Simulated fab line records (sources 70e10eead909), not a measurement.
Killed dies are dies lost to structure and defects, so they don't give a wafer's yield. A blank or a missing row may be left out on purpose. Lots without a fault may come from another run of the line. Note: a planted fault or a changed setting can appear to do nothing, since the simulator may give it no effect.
Matching of chambers	flow nandHarc	3 sister chambers for NHARC_A_CONTACT_DEP_58 on pecvd-04
The step deposits SiON, target thk 90 nm. 6 wafers are shown with their chamber, then 12 later ones without.

## WAFERS WITH THEIR CHAMBER
wafer	chamber	heaterPowerW (W)
L084.6	2	656
L085.5	0	832
L085.6	1	597
L086.1	1	615
L086.4	0	883
L086.5	2	746

## WAFERS WITHOUT THEIR CHAMBER
wafer	heaterPowerW (W)
L089.1	760
L089.2	626
L089.6	787
L090.2	838
L090.4	708
L090.5	864
L092.1	806
L092.4	744
L092.6	564
L094.3	902
L094.4	643
L094.5	740

## WHICH CHAMBER EACH WENT THROUGH
wafer	from the rows above	in truth
L089.1	can't be placed: 2 or 0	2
L089.2	can't be placed: 1 or 2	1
L089.6	can't be placed: 0 or 2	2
L090.2	0	0
L090.4	2	2
L090.5	0	0
L092.1	can't be placed: 0 or 2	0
L092.4	can't be placed: 2 or 0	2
L092.6	1	1
L094.3	0	0
L094.4	can't be placed: 1 or 2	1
L094.5	can't be placed: 2 or 0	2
5 of 12 placed correctly. Cannot be placed on the basis of these rows: 7; the candidates contain the true chamber in 7. 0 placed wrongly.
How it was worked out, from the rows above alone: a wafer's distance from a chamber is the root of the sum, over the readings, of the square of ((its reading less the chamber's mean) divided by the reading's scatter). If the next closest chamber is less than 2 further off than the closest, the wafer can't be placed; otherwise it belongs to the closest. For every chamber, the mean is computed from those of its wafers that are shown. The scatter: the root of (the sum of the squares of (reading less its chamber's mean) over the shown wafers, divided by (wafers less chambers)).
